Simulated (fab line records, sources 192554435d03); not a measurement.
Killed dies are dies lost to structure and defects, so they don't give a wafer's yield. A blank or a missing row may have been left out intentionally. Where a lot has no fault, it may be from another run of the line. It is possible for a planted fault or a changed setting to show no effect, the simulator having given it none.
Chamber matching / flow n5-finfet / N5_FIN_SAQP_HM_OPEN_73 on rie-diel-05: 4 sister chambers
The step chemistry CHF3/O2, target SiO2, stops on a-Si, target depth 12 nm, time 16.8 s. 4 wafers are shown with their chamber, then 9 later ones without.

## WAFERS PAIRED WITH THEIR CHAMBERS
wafer=L083.6; chamber=2; drypump-motor-current-A (A)=5.1
wafer=L086.3; chamber=3; drypump-motor-current-A (A)=5.9
wafer=L088.3; chamber=0; drypump-motor-current-A (A)=5.6
wafer=L088.6; chamber=1; drypump-motor-current-A (A)=5.3

## WAFERS MISSING THEIR CHAMBER
wafer=L092.3; drypump-motor-current-A (A)=5.7
wafer=L092.5; drypump-motor-current-A (A)=5.7
wafer=L092.6; drypump-motor-current-A (A)=5.9
wafer=L093.1; drypump-motor-current-A (A)=5.9
wafer=L093.3; drypump-motor-current-A (A)=5.1
wafer=L093.5; drypump-motor-current-A (A)=5.9
wafer=L097.4; drypump-motor-current-A (A)=5.9
wafer=L097.5; drypump-motor-current-A (A)=5.9
wafer=L097.6; drypump-motor-current-A (A)=5.7

## EACH ONE'S CHAMBER
wafer=L092.3; from the rows above=can't be placed: 0 or 3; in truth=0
wafer=L092.5; from the rows above=can't be placed: 0 or 3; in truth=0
wafer=L092.6; from the rows above=3; in truth=3
wafer=L093.1; from the rows above=3; in truth=3
wafer=L093.3; from the rows above=2; in truth=2
wafer=L093.5; from the rows above=3; in truth=3
wafer=L097.4; from the rows above=3; in truth=3
wafer=L097.5; from the rows above=3; in truth=3
wafer=L097.6; from the rows above=can't be placed: 0 or 3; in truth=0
Correct placement for 6 of the 9. Unplaceable from these rows: 3, with the true chamber sitting among the candidates in 3. Placed wrongly: 0.
How it was worked out, from the rows above alone: a wafer's distance from a chamber is the root of the sum, over the readings, of the square of ((its reading less the chamber's mean) divided by the reading's scatter). The wafer belongs to the nearest chamber; if the next one is less than 2 further off, it can't be placed. A chamber's mean is the mean of its shown wafers. The scatter: with one shown wafer a chamber, the root of the mean of the squares of how far each hidden wafer lies from its nearest shown one.
